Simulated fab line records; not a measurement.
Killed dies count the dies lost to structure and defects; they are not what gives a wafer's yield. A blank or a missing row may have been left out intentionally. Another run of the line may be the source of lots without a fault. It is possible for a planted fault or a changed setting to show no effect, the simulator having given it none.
fab line records | flow nandHarc
record lots=13 wafers=38 lastDay=34
route steps=1302 shown A_DECK1_JOINT@528 A_ONON_D2@550
lots untouched by any fault: they come from a run of this same line in which no faults occurred
startH: the number of hours between the record's first day and the start of the first shown wafer of the lot | waitH: time in hours since the lot's previous step | " identical to the entry in the row above | L1.1+2: one row covering several wafers at once | - either no value or no given start | * or withheld: withheld | < > ~ a bound
route shown NAME@n: NAME is a module with steps in the file, n the number in the route of the first one | usual: the fault-free wafers' mean and standard deviation | same: alike in all rows | chamber/n: place in a boat | sites: each site's reading | _std_site: how widely they spread, as a standard deviation | _edge_site: the outer-site mean with the inner-site mean subtracted | radiusMm: how far each site lies from the wafer's centre | mask NAME#n: copy n | behind: the tool/chamber that last shaped the wafer | hold: reason for holding the lot/hours on hold/outcome of the hold | device: the transistor (n, p or np) that didn't switch | end of line: the tests these same wafers got at the end of their route | step lacking rows: just its recipe | killed: dies that structure and defects cost at the first sort, which is not the same as the wafer's yield | map: dies across one wafer; x = killed, . = not, _ = none there
set.NAME: setting as actually run; set.NAME@STEP: the setting as run at that earlier step | model.NAME: the simulator's own value behind a step, which no gauge read
a sample of lots followed through the steps of the route, with each step as a table and each wafer as a row
services: a tool's chamber out of use, with start hour (startH, from the record's first day; less than 0 if before it), hours out, and reason
## steps
# step NHARC_A_DECK1_JOINT_THK_MEAS_14
# recipe thkMeasGauge=ellipsometry
# usual thkNm=51.0/1.4
# columns lot.wafer tool chamber startH waitH thkNm
L619.3 filmMetro-01 - 245.88 0.2 51.4
L619.5 " - " " 51.9
L619.6 " - " " 51.4
L621.2 filmMetro-02 - 262.62 0.2 52.0
L621.3 " - " " 49.3
L621.6 " - " " 51.1
L620.2 filmMetro-02 - 262.63 0.2 53.0
L620.5 " - " " 53.4
L620.6 " - " " 50.9
L622.2 filmMetro-02 - 275.45 0.2 51.7
L622.5 " - " " 53.4
L622.6 " - " " 52.7
L623.1 filmMetro-01 - 285.74 0.2 52.3
L623.4 " - " " 50.4
L623.6 " - " " 53.0
L624.1 filmMetro-02 - 299.28 0.2 48.4
L624.3 " - " " 50.3
L624.5 " - " " 51.2
L625.1 filmMetro-02 - 312.64 0.2 49.9
L625.2 " - " " 48.1
L625.3 " - " " 50.8
L626.1 filmMetro-01 - 320.08 0.2 47.8
L626.3 " - " " 50.9
L626.6 " - " " 48.7
L627.2 filmMetro-02 - 320.10 0.2 50.3
L627.4 " - " " 51.3
L627.6 " - " " 51.2
L628.2 filmMetro-01 - 330.56 0.2 51.8
L628.4 " - " " 50.3
L628.5 " - " " 50.5
L631.2 filmMetro-02 - 359.90 0.2 51.5
L631.4 " - " " 53.4
L631.5 " - " " 50.9
L640.2 filmMetro-02 - 451.42 0.2 53.0
L640.4 " - " " 49.5
L641.2 filmMetro-02 - 506.08 0.2 52.9
L641.3 " - " " 53.0
L641.6 " - " " 53.9
# step NHARC_A_DECK1_JOINT_DEP_16
# recipe targetThkA=450 tempC=400 pressureTorr=6.5 rfW=900 teosFlowSccm=161.4 flowSccm=2650 targetThkNm=45 gas=O2 material=SiO2
# usual heaterPowerW=562/110 throttleValvePct=16.0/0.66
# columns lot.wafer tool chamber startH waitH heaterPowerW throttleValvePct
L619.3 pecvd-03 1 270.68 0.1 495 15.5
L619.6 " 1 " " 508 15.3
L619.5 " 2 " " 821 16.3
L621.2 pecvd-04 2 291.36 0.1 669 16.4
L621.3 " 0 " " 486 16.0
L621.6 " 0 " " 500 16.2
L620.2 pecvd-03 2 291.36 0.1 722 16.2
L620.5 " 2 " " 746 16.0
L620.6 " 0 " " 465 16.1
L622.2 pecvd-01 2 301.38 0.1 624 16.6
L622.5 " 1 " " 541 16.4
L622.6 " 2 " " 458 16.6
L623.1 pecvd-03 1 315.29 0.1 571 15.3
L623.6 " 1 " " 573 15.4
L623.4 " 2 " " 733 16.3
L624.3 pecvd-04 2 320.88 0.1 562 17.0
L624.1 " 0 " " 421 15.8
L624.5 " 2 " " 568 16.8
L625.1 pecvd-01 2 334.53 0.1 471 15.9
L625.3 " 0 " " 504 14.5
L625.2 " 1 " " 501 16.2
L626.3 pecvd-01 0 341.40 0.1 393 14.7
L626.1 " 1 " " 509 15.9
L626.6 " 2 " " 540 16.2
L627.2 pecvd-04 2 341.43 0.1 572 16.7
L627.4 " 1 " " 623 16.7
L627.6 " 2 " " 547 16.7
L628.2 pecvd-01 2 356.70 0.1 490 16.3
L628.4 " 2 " " 478 16.1
L628.5 " 2 " " 488 16.1
L631.2 pecvd-03 1 380.21 0.1 589 15.4
L631.5 " 2 " " 919 15.9
L631.4 " 0 " " 592 15.8
L640.2 pecvd-03 0 475.53 0.1 595 16.0
L640.4 " 2 " " 842 16.0
L641.3 pecvd-04 1 530.94 0.1 465 16.3
L641.2 " 2 " " 652 16.8
L641.6 " 1 " " 467 16.2
# step NHARC_A_ONON_D2_THK_MEAS_08
# recipe thkMeasGauge=ellipsometry
# usual thkNm=1001/9.5
# columns lot.wafer tool chamber startH waitH thkNm
L619.3 filmMetro-01 - 272.69 - 1000
L619.5 " - " " 998
L619.6 " - " " 997
L621.2 filmMetro-01 - 293.36 - 1005
L621.3 " - " " 1003
L621.6 " - " " 1006
L620.2 filmMetro-02 - 293.38 - 1008
L620.5 " - " " 1007
L620.6 " - " " 1007
L622.2 filmMetro-01 - 303.35 - 993
L622.5 " - " " 995
L622.6 " - " " 993
L623.1 filmMetro-01 - 317.30 - 1016
L623.4 " - " " 1018
L623.6 " - " " 1016
L624.1 filmMetro-02 - 322.90 - 997
L624.3 " - " " 998
L624.5 " - " " 997
L625.1 filmMetro-01 - 336.57 - 1006
L625.2 " - " " 1007
L625.3 " - " " 1008
L627.2 filmMetro-02 - 343.39 - 1012
L627.4 " - " " 1014
L627.6 " - " " 1011
L626.1 filmMetro-02 - 343.42 - 983
L626.3 " - " " 982
L626.6 " - " " 983
L628.2 filmMetro-01 - 358.81 - 1003
L628.4 " - " " 1003
L628.5 " - " " 1005
L631.2 filmMetro-01 - 382.23 - 980
L631.4 " - " " 981
L631.5 " - " " 979
L640.2 filmMetro-02 - 477.59 - 997
L640.4 " - " " 998
L641.2 filmMetro-01 - 532.96 - 1001
L641.3 " - " " 1001
L641.6 " - " " 1000
# step NHARC_A_ONON_D2_DEP_16
# recipe targetThkA=10000 n2FlowSccm=2750 n2oFlowSccm=2000 nh3FlowSccm=500 sih4FlowSccm=210 tempC=400
# usual nh3FlowSccm=500.1/1.6
# columns lot.wafer tool chamber startH waitH nh3FlowSccm
L619.3 pecvdOnon-04 0 282.57 0.5 499.6
L619.5 " 0 " " 499.9
L619.6 " 0 " " 500.6
L621.2 pecvdOnon-04 0 301.41 0.4 499.6
L621.3 " 0 " " 501.0
L621.6 " 0 " " 501.7
L620.2 pecvdOnon-02 0 301.41 0.4 498.3
L620.5 " 0 " " 498.9
L620.6 " 0 " " 497.2
L622.2 pecvdOnon-02 0 311.87 0.4 501.0
L622.5 " 0 " " 498.4
L622.6 " 0 " " 498.1
L623.1 pecvdOnon-04 0 325.30 0.4 501.7
L623.4 " 0 " " 499.7
L623.6 " 0 " " 499.6
L624.1 pecvdOnon-04 0 331.81 0.4 500.8
L624.3 " 0 " " 497.0
L624.5 " 0 " " 498.2
L625.1 pecvdOnon-04 0 344.96 0.4 504.1
L625.2 " 0 " " 499.2
L625.3 " 0 " " 503.0
L626.1 pecvdOnon-02 0 351.40 0.4 500.4
L626.3 " 0 " " 499.1
L626.6 " 0 " " 500.5
L627.2 pecvdOnon-04 0 351.46 0.5 499.5
L627.4 " 0 " " 500.0
L627.6 " 0 " " 499.8
L628.2 pecvdOnon-04 0 366.82 0.4 499.8
L628.4 " 0 " " 502.4
L628.5 " 0 " " 502.0
L631.2 pecvdOnon-04 0 390.26 0.4 499.4
L631.4 " 0 " " 500.3
L631.5 " 0 " " 500.7
L640.2 pecvdOnon-04 0 486.58 0.4 503.4
L640.4 " 0 " " 500.2
L641.2 pecvdOnon-04 0 541.91 0.4 499.3
L641.3 " 0 " " 499.2
L641.6 " 0 " " 498.8
# step NHARC_A_ONON_D2_THK_MEAS_18
# recipe thkMeasGauge=ellipsometry
# usual thkNm=1000/11
# columns lot.wafer tool chamber startH waitH thkNm
L619.3 filmMetro-02 - 282.96 - 1000
L619.5 " - " " 1000
L619.6 " - " " 1001
L621.2 filmMetro-02 - 301.86 - 1003
L621.3 " - " " 1004
L621.6 " - " " 1005
L620.2 filmMetro-01 - 301.86 - 994
L620.5 " - " " 994
L620.6 " - " " 994
L622.2 filmMetro-02 - 312.32 - 1000
L622.5 " - " " 1000
L622.6 " - " " 999
L623.1 filmMetro-02 - 325.81 - 999
L623.4 " - " " 999
L623.6 " - " " 998
L624.1 filmMetro-01 - 332.32 - 980
L624.3 " - " " 982
L624.5 " - " " 981
L625.1 filmMetro-02 - 345.47 - 1020
L625.2 " - " " 1021
L625.3 " - " " 1019
L626.1 filmMetro-02 - 351.91 - 995
L626.3 " - " " 997
L626.6 " - " " 996
L627.2 filmMetro-01 - 351.92 - 994
L627.4 " - " " 995
L627.6 " - " " 995
L628.2 filmMetro-02 - 367.28 - 976
L628.4 " - " " 979
L628.5 " - " " 980
L631.2 filmMetro-02 - 390.71 - 1002
L631.4 " - " " 1006
L631.5 " - " " 1003
L640.2 filmMetro-01 - 487.03 - 986
L640.4 " - " " 535
L641.2 filmMetro-01 - 542.36 - 989
L641.3 " - " " 988
L641.6 " - " " 991
## services
# columns tool chamber startH hours kind
pecvd-04 - 269.00 13.0 pm
pecvd-04 0 269.00 13.0 ventCycle
pecvd-04 0 299.45 1.9 repair
pecvd-01 - 311.23 13.0 pm
pecvdOnon-04 - 311.33 13.0 pm
pecvd-01 1 352.31 12.5 repair
pecvdOnon-02 - 366.00 13.0 pm
pecvd-03 - 366.24 13.0 pm
pecvd-03 0 366.24 13.0 ventCycle
pecvd-03 1 366.24 13.0 ventCycle
pecvd-03 2 366.24 13.0 ventCycle
pecvd-03 0 379.24 - clean
pecvd-03 1 379.24 - clean
pecvd-03 2 379.24 - clean
pecvd-01 2 445.26 8.7 repair
pecvd-04 - 450.00 13.0 pm
pecvd-03 2 459.32 - calibration
pecvdOnon-04 - 492.33 13.0 pm
pecvd-01 - 492.43 13.0 pm
pecvd-03 - 501.58 6.1 repair
pecvd-01 0 515.57 7.1 repair
pecvd-03 1 522.78 4.3 repair
pecvd-04 - 525.46 1.0 repair
pecvd-04 - 533.62 0.5 repair
## key
firstSign step=NHARC_A_ONON_D2_THK_MEAS_18 reading=thkNm direction=down sigmas=41 usual=1000 struck=535
effect none on later readings
metAt NHARC_A_ONON_D2_DEP_16
struckLots L640
struckWafers L640.4
laterRowsLeftOut L640.4
sortLeftOut L640.4
testerLeftOut L640
notActingAt NHARC_A_DECK1_JOINT_THK_MEAS_14,NHARC_A_DECK1_JOINT_DEP_16,NHARC_A_ONON_D2_THK_MEAS_08
onsetBetween 390.26 486.58
fault kind=processParameterDrift tool=pecvdOnon-04 chamber=- onsetH=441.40 steps=NHARC_A_ONON_D2_DEP_16 channel=targetThkA offset=* shape=step endH=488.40 scope=struckWafersOnly actsIn=* stated=*
# testerLeftOut: of these lots the tester's yield and bins aren't shown, on N5 and GAA mostly nor the transistor test; their killed dies are dies lost to structure and defects alone, not to doping, threshold or leakage, so they don't give the yield
# sortLeftOut: the simulated sort isn't trusted on such a fault, so these wafers' sort isn't shown, and their yield isn't known
# laterRowsLeftOut: the simulator's readings of these wafers behind a module that went badly wrong aren't trusted and aren't shown, but for the sort
